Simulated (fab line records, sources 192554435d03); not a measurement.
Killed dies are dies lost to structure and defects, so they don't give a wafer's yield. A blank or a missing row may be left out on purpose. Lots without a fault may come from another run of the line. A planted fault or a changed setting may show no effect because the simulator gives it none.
fab line records | flow n5_finfet
record lots=24 wafers=72 last_day=19
route steps=1938 shown BEOL_M10@1509 BEOL_M11@1559
lots that met no fault: from a run of the same line without faults
start_h: hours from the record's first day to the start of the lot's first wafer shown | wait_h: hours since the lot's step before | " the same as in the row above | L1.1+2: a row that stands for several wafers | - no value, or no start given | * or withheld: withheld | < > ~ a bound
route shown NAME@n: a module of which the file shows steps, and the number in the route of the first | usual: mean/standard deviation of fault-free wafers | same: alike in all rows | chamber/n: place in a boat | sites: the reading at each site | _std_site: their standard deviation | _edge_site: outer sites' mean less inner sites' | radius_mm: how far each site lies from the wafer's centre | mask NAME#n: copy n | behind: the tool/chamber that last shaped the wafer | hold: why the lot was held/for how many hours/how that ended | device: the transistor (n, p or np) that didn't switch | end of line: the same wafers' tests at the end of the route | a step without rows: its recipe alone | killed: dies lost to structure and defects at the first sort, not the wafer's yield | map: a wafer's dies, x killed, . not, _ none there
set.NAME: the setting as run; set.NAME@STEP: as run at that earlier step | model.NAME: the simulator's own value behind a step, which no gauge read
steps of the route over a sample of lots; a table a step, a row a wafer
services: from which hour (start_h, from the record's first day; less than 0 if before it) a tool's chamber was out of use, for how many hours, and why
## steps
# step N5_BEOL_M10_VIA_ETCH_34
# recipe chemistry=C4F6/O2 target=SiCOH_lowk target_depth_a=1845 mask_material=SOC taper_deg=4 time_s=69.2 ion_energy_ev=250 pressure_mtorr=30 source_w=345 bias_w=185 Ar_flow_sccm=300 C4F6_flow_sccm=10 O2_flow_sccm=10
# usual drypump_motor_current_A=5.5/0.37 oes_product_au=0.81/0.075 rf_vpp_V=665/9.5 showerhead_plenum_p_Torr=2.87/0.071 throttle_valve_pct=20.89/0.16
# columns lot.wafer tool chamber start_h wait_h drypump_motor_current_A oes_product_au rf_hours_counter_h rf_vpp_V showerhead_plenum_p_Torr throttle_valve_pct
L074.2 rie_diel-02 1 209.36 0.0 4.6 0.81 104 666 2.87 21.16
L074.3 " 0 " " 5.7 0.69 232 667 2.91 21.27
L074.4 " 3 " " 5.1 0.72 184 669 2.95 20.88
L076.2 rie_diel-01 2 221.08 0.0 6.1 0.86 65 676 3.00 20.69
L076.3 " 0 " " 5.3 0.86 73 685 2.99 20.69
L076.5 " 2 " " 6.1 0.85 - 677 3.00 20.69
L075.4 rie_diel-02 2 237.83 0.0 5.5 0.72 200 678 2.82 20.84
L075.5 " 2 " " 5.5 0.72 - 677 2.82 20.84
L075.6 " 3 " " 5.1 0.72 - 669 2.94 20.89
L077.4 rie_diel-02 0 247.43 0.0 5.7 0.68 244 666 2.91 21.30
L077.5 " 3 " " 5.1 0.72 - 669 2.94 20.91
L077.6 " 0 " " 5.7 0.68 - 666 2.91 21.28
L078.1 rie_diel-04 1 255.73 0.0 5.4 0.86 55 653 2.77 20.84
L078.3 " 2 " " 5.4 0.82 94 654 2.88 20.96
L078.4 " 0 " " 5.7 0.68 246 660 2.79 21.03
L079.2 rie_diel-02 3 264.41 0.0 5.1 0.71 204 669 2.94 20.90
L079.5 " 1 " " 4.7 0.79 - 666 2.86 21.18
L079.6 " 2 " " 5.5 0.71 - 678 2.82 20.86
L080.2 rie_diel-02 1 271.10 0.0 4.7 0.80 126 665 2.86 21.19
L080.3 " 2 " " 5.5 0.70 212 678 2.82 20.86
L080.6 " 1 " " 4.7 0.79 - 664 2.86 21.20
L083.2 rie_diel-04 3 279.86 0.0 5.6 0.81 87 663 2.88 20.97
L083.3 " 1 " " 5.4 0.83 64 652 2.77 20.85
L083.6 " 1 " " 5.4 0.85 - 652 2.77 20.85
L081.3 rie_diel-02 3 287.79 0.0 5.1 0.70 214 667 2.93 20.91
L081.5 " 3 " " 5.1 0.71 - 669 2.94 20.91
L081.6 " 1 " " 4.7 0.78 - 666 2.86 21.21
L082.2 rie_diel-04 1 287.90 0.0 5.4 0.84 66 651 2.77 20.86
L082.4 " 2 " " 5.4 0.80 105 652 2.87 20.96
L082.5 " 3 " " 5.6 0.81 - 661 2.88 20.97
L084.2 rie_diel-04 1 296.80 0.0 5.4 0.85 69 654 2.77 20.85
L084.3 " 2 " " 5.5 0.80 108 652 2.87 20.98
L084.4 " 0 " " 5.8 0.97 5 660 2.79 20.66
L085.1 rie_diel-04 1 306.58 0.0 5.4 0.82 72 652 2.77 20.86
L085.2 " 2 " " 5.4 0.80 110 652 2.87 20.98
L085.3 " 0 " " 5.8 0.95 8 658 2.79 20.67
L089.3 rie_diel-02 0 313.95 0.0 5.7 0.94 15 665 2.90 20.95
L089.4 " 3 " " 5.1 0.69 226 670 2.93 20.94
L089.5 " 1 " " 4.7 0.77 - 666 2.85 21.21
L086.4 rie_diel-01 0 313.99 0.0 5.3 0.82 99 686 2.98 20.73
L086.5 " 3 " " 5.7 0.82 - 659 2.76 20.77
L086.6 " 2 " " 6.1 0.82 - 676 2.98 20.75
L087.2 rie_diel-01 0 318.56 0.0 5.2 0.82 100 685 2.98 20.73
L087.4 " 2 " " 6.1 0.82 97 676 2.98 20.76
L087.5 " 0 " " 5.3 0.82 - 683 2.98 20.73
L088.2 rie_diel-04 3 321.13 0.0 5.6 0.80 102 662 2.87 20.97
L088.3 " 1 " " 5.4 0.83 78 651 2.76 20.89
L088.5 " 1 " " 5.4 0.83 - 651 2.76 20.85
L090.2 rie_diel-04 1 324.92 0.0 5.4 0.83 79 652 2.76 20.89
L090.3 " 2 " " 5.4 0.81 117 653 2.87 20.99
L090.4 " 3 " " 5.6 0.80 103 660 2.87 20.98
L092.2 rie_diel-02 2 332.46 0.0 5.5 0.69 230 678 2.81 20.88
L092.5 " 3 " " 5.1 0.69 - 669 2.93 20.94
L092.6 " 2 " " 5.5 0.69 - 678 2.81 20.87
L093.1 rie_diel-04 2 332.82 0.0 5.4 0.80 120 653 2.86 21.01
L093.3 " 0 " " 5.7 0.93 19 659 2.78 20.68
L093.6 " 0 " " 5.7 0.94 - 660 2.78 20.67
L091.1 rie_diel-01 0 338.20 0.0 5.2 0.81 107 686 2.98 20.75
L091.3 " 3 " " 5.7 0.81 92 658 2.75 20.77
L091.6 " 2 " " 6.1 0.81 - 676 2.98 20.75
L094.1 rie_diel-01 3 360.06 0.0 5.7 0.81 99 659 2.75 20.78
L094.2 " 1 " " 5.9 0.91 21 670 2.91 20.68
L094.3 " 2 " " 6.1 0.81 110 677 2.98 20.77
L095.2 rie_diel-01 1 360.53 0.0 5.9 0.91 21 668 2.91 20.68
L095.3 " 3 " " 5.7 0.80 99 658 2.75 20.81
L095.6 " 1 " " 5.9 0.91 - 668 2.91 20.67
L097.1 rie_diel-04 3 376.33 0.0 5.7 0.77 120 658 2.86 21.01
L097.3 " 2 " " 5.4 0.78 135 652 2.86 21.02
L097.6 " 3 " " 5.6 0.78 - 661 2.86 21.01
L096.4 rie_diel-01 0 388.10 0.0 5.3 0.80 126 682 2.97 20.74
L096.5 " 2 " " 6.1 0.80 - 675 2.97 20.78
L096.6 " 1 " " 5.9 0.89 - 668 2.90 20.71
# step N5_BEOL_M10_STRIP_36
# recipe chemistry=N2/H2 power_w=450 temp_c=40 pressure_mtorr=20 rf_frequency_hz=6e+07 overash_fraction=0.3 bias_power_w=7 h2_frac=0.5 n2_flow_sccm=200 h2_flow_sccm=200
# usual drypump_motor_current_A=5.5/0.37 oes_product_au=0.81/0.077 rf_vpp_V=59.1/1.9 showerhead_plenum_p_Torr=2.56/0.065 throttle_valve_pct=23.59/0.22
# columns lot.wafer tool chamber start_h wait_h drypump_motor_current_A oes_product_au rf_hours_counter_h rf_vpp_V showerhead_plenum_p_Torr throttle_valve_pct
L074.2 rie_diel-02 1 209.42 0.0 4.6 0.81 105 58.5 2.56 23.81
L074.3 " 0 " " 5.6 0.69 232 58.2 2.62 24.20
L074.4 " 3 " " 5.1 0.71 184 61.0 2.63 23.41
L076.2 rie_diel-01 2 221.14 0.0 6.1 0.85 65 59.7 2.68 23.40
L076.3 " 0 " " 5.2 0.84 73 60.0 2.68 23.44
L076.5 " 2 " " 6.1 0.85 - 62.0 2.68 23.38
L075.4 rie_diel-02 2 237.89 0.0 5.5 0.69 200 58.0 2.51 23.46
L075.5 " 2 " " 5.5 0.70 - 57.5 2.51 23.52
L075.6 " 3 " " 5.1 0.71 - 57.6 2.63 23.45
L077.4 rie_diel-02 0 247.49 0.0 5.6 0.67 244 62.3 2.61 24.24
L077.5 " 3 " " 5.1 0.71 - 56.6 2.62 23.41
L077.6 " 0 " " 5.7 0.67 - 57.9 2.61 24.21
L078.1 rie_diel-04 1 255.79 0.0 5.4 0.85 55 60.7 2.48 23.79
L078.3 " 2 " " 5.4 0.85 94 58.1 2.57 23.76
L078.4 " 0 " " 5.7 0.70 246 60.6 2.49 23.54
L079.2 rie_diel-02 3 264.48 0.0 5.1 0.71 204 61.1 2.62 23.42
L079.5 " 1 " " 4.7 0.80 - 58.2 2.55 23.79
L079.6 " 2 " " 5.5 0.70 - 59.2 2.51 23.47
L080.2 rie_diel-02 1 271.16 0.0 4.7 0.81 126 60.1 2.55 23.79
L080.3 " 2 " " 5.5 0.71 212 55.8 2.51 23.49
L080.6 " 1 " " 4.7 0.80 - 58.5 2.55 23.82
L083.2 rie_diel-04 3 279.92 0.0 5.6 0.80 87 59.6 2.56 23.57
L083.3 " 1 " " 5.4 0.84 64 58.1 2.47 23.83
L083.6 " 1 " " 5.4 0.85 - 57.6 2.47 23.78
L081.3 rie_diel-02 3 287.85 0.0 5.1 0.69 214 60.5 2.62 23.47
L081.5 " 3 " " 5.1 0.71 - 61.5 2.62 23.45
L081.6 " 1 " " 4.7 0.79 - 57.1 2.55 23.84
L082.2 rie_diel-04 1 287.96 0.0 5.4 0.85 66 57.8 2.47 23.78
L082.4 " 2 " " 5.4 0.81 105 61.0 2.56 23.79
L082.5 " 3 " " 5.6 0.81 - 57.0 2.56 23.56
L084.2 rie_diel-04 1 296.87 0.0 5.4 0.85 69 60.0 2.47 23.82
L084.3 " 2 " " 5.4 0.82 108 59.5 2.56 23.76
L084.4 " 0 " " 5.7 0.97 5 57.5 2.49 23.20
L085.1 rie_diel-04 1 306.64 0.0 5.4 0.82 72 56.2 2.47 23.80
L085.2 " 2 " " 5.4 0.80 110 61.5 2.56 23.78
L085.3 " 0 " " 5.7 0.96 8 58.5 2.49 23.13
L089.3 rie_diel-02 0 314.01 0.0 5.7 0.91 15 60.6 2.60 23.96
L089.4 " 3 " " 5.1 0.69 226 58.3 2.61 23.45
L089.5 " 1 " " 4.7 0.78 - 59.0 2.54 23.83
L086.4 rie_diel-01 0 314.05 0.0 5.2 0.80 99 60.5 2.66 23.49
L086.5 " 3 " " 5.7 0.82 - 62.2 2.46 23.41
L086.6 " 2 " " 6.1 0.81 - 56.2 2.66 23.41
L087.2 rie_diel-01 0 318.62 0.0 5.3 0.83 101 61.2 2.66 23.45
L087.4 " 2 " " 6.1 0.80 97 60.8 2.66 23.41
L087.5 " 0 " " 5.2 0.80 - 57.8 2.66 23.50
L088.2 rie_diel-04 3 321.19 0.0 5.6 0.81 102 59.6 2.55 23.63
L088.3 " 1 " " 5.4 0.82 78 58.8 2.47 23.84
L088.5 " 1 " " 5.4 0.83 - 58.1 2.47 23.83
L090.2 rie_diel-04 1 324.98 0.0 5.4 0.83 79 58.9 2.47 23.82
L090.3 " 2 " " 5.4 0.81 117 57.1 2.56 23.80
L090.4 " 3 " " 5.6 0.82 103 58.6 2.55 23.60
L092.2 rie_diel-02 2 332.52 0.0 5.5 0.69 230 57.3 2.50 23.53
L092.5 " 3 " " 5.1 0.69 - 62.9 2.61 23.47
L092.6 " 2 " " 5.5 0.69 - 58.4 2.50 23.53
L093.1 rie_diel-04 2 332.88 0.0 5.4 0.79 120 60.5 2.56 23.79
L093.3 " 0 " " 5.7 0.93 19 58.3 2.48 23.19
L093.6 " 0 " " 5.8 0.92 - 59.6 2.48 23.17
L091.1 rie_diel-01 0 338.26 0.0 5.3 0.83 107 59.5 2.66 23.47
L091.3 " 3 " " 5.7 0.82 92 58.0 2.46 23.42
L091.6 " 2 " " 6.1 0.81 - 59.6 2.66 23.41
L094.1 rie_diel-01 3 360.13 0.0 5.7 0.79 99 60.7 2.45 23.43
L094.2 " 1 " " 5.9 0.92 21 58.0 2.59 23.50
L094.3 " 2 " " 6.1 0.80 110 60.2 2.66 23.45
L095.2 rie_diel-01 1 360.59 0.0 5.9 0.90 21 59.6 2.59 23.47
L095.3 " 3 " " 5.7 0.80 99 58.9 2.46 23.44
L095.6 " 1 " " 5.9 0.91 - 59.3 2.59 23.54
L097.1 rie_diel-04 3 376.39 0.0 5.6 0.80 120 58.4 2.55 23.65
L097.3 " 2 " " 5.5 0.79 135 60.1 2.55 23.79
L097.6 " 3 " " 5.6 0.78 - 56.7 2.55 23.65
L096.4 rie_diel-01 0 388.16 0.0 5.3 0.79 126 55.1 2.65 23.51
L096.5 " 2 " " 6.1 0.79 - 60.8 2.65 23.45
L096.6 " 1 " " 5.9 0.89 - 58.9 2.59 23.52
# step N5_BEOL_M10_OCD_MEAS_38
# usual trench_depth_nm=148.8/1.9
# columns lot.wafer tool chamber start_h wait_h trench_depth_nm
L074.2 ocd-01 - 209.65 - 148.8
L074.3 " - " " 150.1
L074.4 " - " " 146.2
L076.2 ocd-02 - 221.36 - 150.0
L076.3 " - " " 150.3
L076.5 " - " " 149.5
L075.4 ocd-02 - 238.12 - 149.6
L075.5 " - " " 147.3
L075.6 " - " " 145.0
L077.4 ocd-01 - 247.72 - 148.0
L077.5 " - " " 143.4
L077.6 " - " " 147.4
L078.1 ocd-01 - 256.01 - 148.6
L078.3 " - " " 149.3
L078.4 " - " " 147.0
L079.2 ocd-02 - 264.70 - 145.3
L079.5 " - " " 148.2
L079.6 " - " " 145.9
L080.2 ocd-01 - 271.38 - 148.6
L080.3 " - " " 147.1
L080.6 " - " " 149.2
L083.2 ocd-01 - 280.14 - 151.3
L083.3 " - " " 149.5
L083.6 " - " " 150.4
L081.3 ocd-02 - 288.08 - 144.7
L081.5 " - " " 144.2
L081.6 " - " " 148.1
L082.2 ocd-02 - 288.19 - 150.1
L082.4 " - " " 151.5
L082.5 " - " " 152.0
L084.2 ocd-02 - 297.09 - 151.7
L084.3 " - " " 150.3
L084.4 " - " " 150.2
L085.1 ocd-01 - 306.86 - 148.4
L085.2 " - " " 148.3
L085.3 " - " " 148.3
L089.3 ocd-01 - 314.24 - 151.9
L089.4 " - " " 145.9
L089.5 " - " " 147.7
L086.4 ocd-01 - 314.28 - 150.1
L086.5 " - " " 147.4
L086.6 " - " " 149.3
L087.2 ocd-01 - 318.85 - 149.1
L087.4 " - " " 148.4
L087.5 " - " " 148.6
L088.2 ocd-02 - 321.42 - 150.5
L088.3 " - " " 149.7
L088.5 " - " " 148.6
L090.2 ocd-02 - 325.21 - 149.7
L090.3 " - " " 150.1
L090.4 " - " " 151.6
L092.2 ocd-02 - 332.75 - 148.3
L092.5 " - " " 146.6
L092.6 " - " " 148.2
L093.1 ocd-02 - 333.10 - 149.9
L093.3 " - " " 149.1
L093.6 " - " " 147.1
L091.1 ocd-01 - 338.48 - 150.6
L091.3 " - " " 150.0
L091.6 " - " " 147.6
L094.1 ocd-01 - 360.35 - 149.9
L094.2 " - " " 148.3
L094.3 " - " " 149.9
L095.2 ocd-01 - 360.81 - 148.0
L095.3 " - " " 146.4
L095.6 " - " " 148.5
L097.1 ocd-01 - 376.61 - 149.4
L097.3 " - " " 148.4
L097.6 " - " " 149.3
L096.4 ocd-01 - 388.39 - 148.6
L096.5 " - " " 149.2
L096.6 " - " " 147.2
# step N5_BEOL_M10_CURE_72
# recipe temp_c=370 time_s=120 ambient=DMADMS/He material=SiCOH_lowk
# usual lamp_power_pct=52.32/0.052 wafer_temp_C_max=371.6/0.55
# columns lot.wafer tool chamber start_h wait_h lamp_power_pct wafer_temp_C_max
L074.2 uv_cure-02 0 209.89 0.1 52.30 371.2
L074.3 " 0 " " 52.34 371.1
L074.4 " 0 " " 52.28 371.5
L076.2 uv_cure-02 2 221.61 0.1 52.33 371.0
L076.3 " 2 " " 52.30 371.3
L076.5 " 2 " " 52.32 371.6
L075.4 uv_cure-03 0 238.46 0.2 52.35 371.3
L075.5 " 0 " " 52.33 372.1
L075.6 " 0 " " 52.25 371.2
L077.4 uv_cure-01 2 248.28 0.4 52.22 372.0
L077.5 " 2 " " 52.24 370.9
L077.6 " 2 " " 52.32 371.1
L078.1 uv_cure-01 1 256.21 0.0 52.22 372.9
L078.3 " 1 " " 52.29 371.8
L078.4 " 1 " " 52.40 372.4
L079.2 uv_cure-02 1 264.94 0.1 52.27 372.1
L079.5 " 1 " " 52.28 372.5
L079.6 " 1 " " 52.27 372.1
L080.2 uv_cure-03 2 271.63 0.1 52.33 370.8
L080.3 " 2 " " 52.39 371.2
L080.6 " 2 " " 52.37 370.9
L083.2 uv_cure-03 1 280.46 0.2 52.34 372.4
L083.3 " 1 " " 52.41 372.4
L083.6 " 1 " " 52.21 372.6
L081.3 uv_cure-03 0 288.37 0.1 52.25 371.4
L081.5 " 0 " " 52.44 371.7
L081.6 " 0 " " 52.24 372.3
L082.2 uv_cure-02 0 288.43 0.1 52.27 371.4
L082.4 " 0 " " 52.34 371.1
L082.5 " 0 " " 52.31 371.0
L084.2 uv_cure-03 0 297.33 0.1 52.38 371.4
L084.3 " 0 " " 52.31 371.5
L084.4 " 0 " " 52.30 371.1
L085.1 uv_cure-01 1 307.06 0.0 52.31 372.3
L085.2 " 1 " " 52.31 372.1
L085.3 " 1 " " 52.32 372.2
L089.3 uv_cure-01 0 314.53 0.1 52.36 371.1
L089.4 " 0 " " 52.29 371.6
L089.5 " 0 " " 52.25 371.1
L086.4 uv_cure-03 2 314.63 0.2 52.22 371.3
L086.5 " 2 " " 52.23 371.4
L086.6 " 2 " " 52.35 371.2
L087.2 uv_cure-01 2 319.09 0.1 52.31 371.7
L087.4 " 2 " " 52.34 371.1
L087.5 " 2 " " 52.25 371.5
L088.2 uv_cure-01 0 321.66 0.1 52.28 370.7
L088.3 " 0 " " 52.33 371.4
L088.5 " 0 " " 52.29 371.2
L090.2 uv_cure-01 2 325.91 0.5 52.31 371.4
L090.3 " 2 " " 52.34 371.7
L090.4 " 2 " " 52.35 372.2
L092.2 uv_cure-02 2 333.00 0.1 52.38 371.5
L092.5 " 2 " " 52.26 371.8
L092.6 " 2 " " 52.31 371.9
L093.1 uv_cure-01 0 333.47 0.2 52.44 371.6
L093.3 " 0 " " 52.30 371.5
L093.6 " 0 " " 52.35 370.9
L091.1 uv_cure-01 1 338.68 0.0 52.36 372.7
L091.3 " 1 " " 52.32 372.6
L091.6 " 1 " " 52.34 372.2
L094.1 uv_cure-03 0 360.54 0.0 52.30 371.8
L094.2 " 0 " " 52.37 371.8
L094.3 " 0 " " 52.43 371.2
L095.2 uv_cure-01 2 361.11 0.1 52.41 371.4
L095.3 " 2 " " 52.25 371.5
L095.6 " 2 " " 52.27 371.4
L097.1 uv_cure-03 2 376.81 0.0 52.36 371.5
L097.3 " 2 " " 52.34 371.4
L097.6 " 2 " " 52.24 371.7
L096.4 uv_cure-01 2 388.73 0.2 52.27 372.1
L096.5 " 2 " " 52.39 371.9
L096.6 " 2 " " 52.31 371.3
# step N5_BEOL_M11_CD_MEAS_18
# recipe pitch_nm=140 target_cd_nm=70
# usual cd_nm=69.9/0.51
# columns lot.wafer tool chamber start_h wait_h cd_nm
L074.2 cd_sem-02 - 216.62 0.1 69.6
L074.3 " - " " 69.2
L074.4 " - " " 69.6
L076.2 cd_sem-01 - 228.26 0.1 69.8
L076.3 " - " " 69.9
L076.5 " - " " 70.2
L075.4 cd_sem-01 - 243.28 0.1 69.9
L075.5 " - " " 70.2
L075.6 " - " " 69.7
L077.4 cd_sem-01 - 254.04 0.1 70.0
L077.5 " - " " 69.1
L077.6 " - " " 70.1
L078.1 cd_sem-03 - 261.97 0.0 69.9
L078.3 " - " " 69.7
L078.4 " - " " 70.4
L079.2 cd_sem-03 - 272.29 0.1 69.7
L079.5 " - " " 70.2
L079.6 " - " " 69.1
L080.2 cd_sem-03 - 277.35 0.1 69.0
L080.3 " - " " 69.2
L080.6 " - " " 69.6
L083.2 cd_sem-02 - 286.31 0.1 70.6
L083.3 " - " " 69.3
L083.6 " - " " 70.8
L081.3 cd_sem-02 - 292.99 0.1 70.0
L081.5 " - " " 70.4
L081.6 " - " " 69.3
L082.2 cd_sem-03 - 293.19 0.1 69.5
L082.4 " - " " 69.9
L082.5 " - " " 70.2
L084.2 cd_sem-03 - 303.73 0.1 70.3
L084.3 " - " " 70.2
L084.4 " - " " 70.3
L085.1 cd_sem-01 - 314.56 0.0 70.2
L085.2 " - " " 70.5
L085.3 " - " " 69.9
L086.4 cd_sem-03 - 320.57 0.0 69.8
L086.5 " - " " 69.5
L086.6 " - " " 69.6
L089.3 cd_sem-01 - 320.99 0.1 70.1
L089.4 " - " " 70.3
L089.5 " - " " 70.8
L087.2 cd_sem-03 - 323.64 0.1 70.0
L087.4 " - " " 70.3
L087.5 " - " " 69.8
L088.2 cd_sem-01 - 326.61 0.1 69.7
L088.3 " - " " 69.2
L088.5 " - " " 70.1
L090.2 cd_sem-03 - 333.94 0.1 70.0
L090.3 " - " " 70.8
L090.4 " - " " 69.6
L092.2 cd_sem-01 - 337.78 0.1 70.3
L092.5 " - " " 70.6
L092.6 " - " " 70.0
L093.1 cd_sem-03 - 339.64 0.0 69.7
L093.3 " - " " 69.9
L093.6 " - " " 69.9
L091.1 cd_sem-02 - 346.91 0.0 70.1
L091.3 " - " " 70.8
L091.6 " - " " 69.9
L095.2 cd_sem-01 - 367.12 0.1 69.5
L095.3 " - " " 68.8
L095.6 " - " " 69.1
L094.1 cd_sem-03 - 367.25 0.0 70.2
L094.2 " - " " 70.8
L094.3 " - " " 69.0
L097.1 cd_sem-03 - 383.02 0.0 69.7
L097.3 " - " " 70.2
L097.6 " - " " 69.0
L096.4 cd_sem-01 - 393.60 0.1 70.0
L096.5 " - " " 69.3
L096.6 " - " " 69.1
# step N5_BEOL_M11_ETCH_65
# recipe chemistry=CF4 target=SiARC target_depth_a=390 mask_material=CAR-ArF time_s=65 ion_energy_ev=80 pressure_mtorr=40 source_w=545 bias_w=36 Ar_flow_sccm=100 cf4_flow_sccm=100 ends=cleared
# usual drypump_motor_current_A=5.5/0.38 etch_rf_on_time_s=64.7/1.1 oes_product_au=0.68/0.067 rf_vpp_V=184.3/1.1 showerhead_plenum_p_Torr=2.14/0.056 throttle_valve_pct=15.62/0.22
# columns lot.wafer tool chamber start_h wait_h drypump_motor_current_A etch_rf_on_time_s oes_product_au rf_hours_counter_h rf_vpp_V showerhead_plenum_p_Torr throttle_valve_pct
L074.2 rie_diel-06 0 217.16 0.0 5.4 66.4 0.61 215 183.9 2.12 15.88
L074.3 " 1 " " 5.7 64.8 0.80 12 186.0 2.28 15.37
L074.4 " 2 " " 5.8 64.0 0.66 117 184.1 2.15 15.70
L076.2 rie_diel-05 3 228.79 0.0 5.4 67.1 0.64 140 182.1 2.15 15.43
L076.3 " 2 " " 5.8 63.4 0.69 114 183.1 2.16 15.93
L076.5 " 2 " " 5.8 64.0 0.69 - 184.3 2.16 15.92
L075.4 rie_diel-06 3 247.25 0.0 5.1 62.6 0.82 14 183.2 2.10 15.48
L075.5 " 2 " " 5.8 62.9 0.66 - 184.2 2.15 15.71
L075.6 " 3 " " 5.2 63.0 0.81 - 183.3 2.10 15.47
L077.4 rie_diel-05 3 255.65 0.0 5.4 66.6 0.64 145 184.0 2.15 15.42
L077.5 " 2 " " 5.8 63.1 0.69 - 183.3 2.16 15.94
L077.6 " 3 " " 5.4 67.1 0.64 - 184.9 2.15 15.42
L078.1 rie_diel-03 0 264.09 0.0 6.2 63.4 0.77 31 183.3 2.10 15.29
L078.3 " 2 " " 5.8 66.2 0.58 208 186.7 2.21 15.50
L078.4 " 3 " " 5.5 63.9 0.63 168 184.5 2.13 15.91
L079.2 rie_diel-05 3 272.72 0.0 5.4 66.3 0.63 151 183.9 2.14 15.44
L079.5 " 0 " " 4.9 65.3 0.58 - 182.4 2.11 15.99
L079.6 " 3 " " 5.4 66.0 0.64 - 183.6 2.15 15.43
L080.2 rie_diel-05 0 279.56 0.0 4.9 65.9 0.57 246 182.0 2.11 15.98
L080.3 " 2 " " 5.8 64.1 0.67 127 183.4 2.15 15.96
L080.6 " 1 " " 4.9 65.5 0.71 - 183.4 2.08 15.39
L083.2 rie_diel-03 3 287.62 0.0 5.4 63.9 0.63 174 184.9 2.13 15.91
L083.3 " 2 " " 5.7 65.4 0.59 213 183.6 2.21 15.52
L083.6 " 2 " " 5.7 66.1 0.58 - 184.5 2.21 15.52
L081.3 rie_diel-03 0 296.62 0.0 6.2 63.8 0.75 40 181.7 2.10 15.31
L081.5 " 0 " " 6.2 64.9 0.74 - 184.7 2.10 15.33
L081.6 " 3 " " 5.5 64.9 0.62 - 185.4 2.13 15.93
L082.2 rie_diel-05 3 296.99 0.0 5.4 66.5 0.63 157 183.2 2.14 15.44
L082.4 " 2 " " 5.8 63.9 0.67 - 184.0 2.15 15.97
L082.5 " 3 " " 5.4 66.8 0.63 - 184.7 2.14 15.45
L084.2 rie_diel-05 0 305.41 0.0 4.9 65.9 0.58 246 184.7 2.11 15.97
L084.3 " 2 " " 5.8 64.1 0.68 135 184.5 2.15 15.98
L084.4 " 3 " " 5.4 65.9 0.62 160 183.5 2.14 15.46
L085.1 rie_diel-06 3 315.90 0.0 5.1 63.5 0.76 36 184.5 2.09 15.54
L085.2 " 1 " " 5.7 65.2 0.74 42 186.6 2.27 15.44
L085.3 " 2 " " 5.9 64.2 0.64 147 184.9 2.14 15.76
L086.4 rie_diel-06 2 321.24 0.0 5.8 63.3 0.65 148 185.0 2.14 15.76
L086.5 " 1 " " 5.7 64.6 0.75 - 186.2 2.27 15.44
L086.6 " 2 " " 5.8 63.6 0.64 - 184.7 2.14 15.77
L089.3 rie_diel-03 2 321.66 0.0 5.7 66.8 0.58 224 186.9 2.20 15.54
L089.4 " 0 " " 6.2 63.8 0.74 47 184.4 2.09 15.33
L089.5 " 1 " " 5.1 65.7 0.66 - 184.1 2.15 15.47
L087.2 rie_diel-06 3 324.56 0.0 5.2 63.4 0.77 38 182.4 2.09 15.55
L087.4 " 0 " " 5.4 66.3 0.60 246 185.1 2.11 15.93
L087.5 " 0 " " 5.4 66.0 0.60 - 182.5 2.11 15.95
L088.2 rie_diel-06 1 327.80 0.0 5.7 64.6 0.74 46 184.3 2.26 15.44
L088.3 " 3 " " 5.2 62.3 0.77 40 183.7 2.09 15.54
L088.5 " 2 " " 5.8 63.3 0.64 - 185.4 2.14 15.77
L090.2 rie_diel-03 0 335.64 0.0 6.3 64.0 0.73 51 182.9 2.09 15.33
L090.3 " 3 " " 5.4 63.9 0.62 189 185.7 2.13 15.97
L090.4 " 2 " " 5.8 66.5 0.57 228 184.1 2.20 15.54
L092.2 rie_diel-06 2 340.52 0.0 5.8 62.9 0.64 153 184.3 2.14 15.79
L092.5 " 2 " " 5.8 63.6 0.63 - 184.6 2.14 15.78
L092.6 " 1 " " 5.7 65.1 0.73 - 184.9 2.26 15.46
L093.1 rie_diel-05 3 340.81 0.0 5.4 67.3 0.61 174 183.4 2.14 15.48
L093.3 " 2 " " 5.9 63.8 0.66 149 184.3 2.15 16.01
L093.6 " 1 " " 4.9 65.5 0.69 - 182.4 2.07 15.43
L091.1 rie_diel-06 1 349.96 0.0 5.7 65.5 0.72 54 185.8 2.26 15.46
L091.3 " 2 " " 5.8 64.1 0.63 157 184.6 2.14 15.78
L091.6 " 3 " " 5.1 63.6 0.75 - 184.8 2.09 15.55
L094.1 rie_diel-03 1 369.11 0.0 5.2 65.7 0.66 137 185.0 2.14 15.48
L094.2 " 0 " " 6.2 64.4 0.71 63 183.7 2.09 15.37
L094.3 " 3 " " 5.4 65.1 0.61 200 184.6 2.12 15.98
L095.2 rie_diel-06 2 370.10 0.0 5.8 64.7 0.62 163 183.2 2.14 15.79
L095.3 " 3 " " 5.2 64.2 0.74 57 183.7 2.08 15.57
L095.6 " 3 " " 5.1 63.7 0.74 - 184.6 2.08 15.56
L097.1 rie_diel-06 0 384.03 0.0 5.4 64.8 0.80 10 184.8 2.10 15.46
L097.3 " 3 " " 5.2 63.6 0.73 61 183.2 2.08 15.59
L097.6 " 2 " " 5.9 63.6 0.62 - 185.2 2.14 15.80
L096.4 rie_diel-06 2 395.23 0.0 5.8 63.9 0.62 - 183.6 2.14 15.80
L096.5 " 1 " " 5.7 64.9 0.71 - 185.0 2.26 15.49
L096.6 " 3 " " 5.1 62.9 0.74 - 182.9 2.08 15.61
## services
# columns tool chamber start_h hours kind
uv_cure-03 - 191.65 4.4 repair
rie_diel-02 3 195.74 3.8 repair
rie_diel-04 1 207.48 14.3 repair
rie_diel-04 - 209.64 0.6 repair
rie_diel-04 0 217.81 6.3 repair
rie_diel-02 2 227.15 4.2 repair
rie_diel-06 0 235.18 4.9 repair
rie_diel-01 - 238.63 15.6 pm
rie_diel-02 2 252.28 2.4 repair
rie_diel-01 0 259.64 4.1 repair
rie_diel-02 - 260.12 2.8 pm
uv_cure-03 - 262.03 1.3 repair
rie_diel-05 0 280.12 21.8 repair
rie_diel-04 - 297.70 2.8 pm
rie_diel-01 - 310.45 2.8 pm
uv_cure-03 - 324.96 13.2 repair
rie_diel-06 2 329.05 5.4 repair
rie_diel-01 0 331.37 1.3 repair
rie_diel-01 - 334.23 0.9 repair
uv_cure-03 - 346.23 7.5 pm
rie_diel-05 2 354.62 15.6 repair
rie_diel-02 3 377.10 7.1 repair
rie_diel-05 3 389.90 4.8 repair
rie_diel-06 0 395.14 6.6 repair
## key
fault none
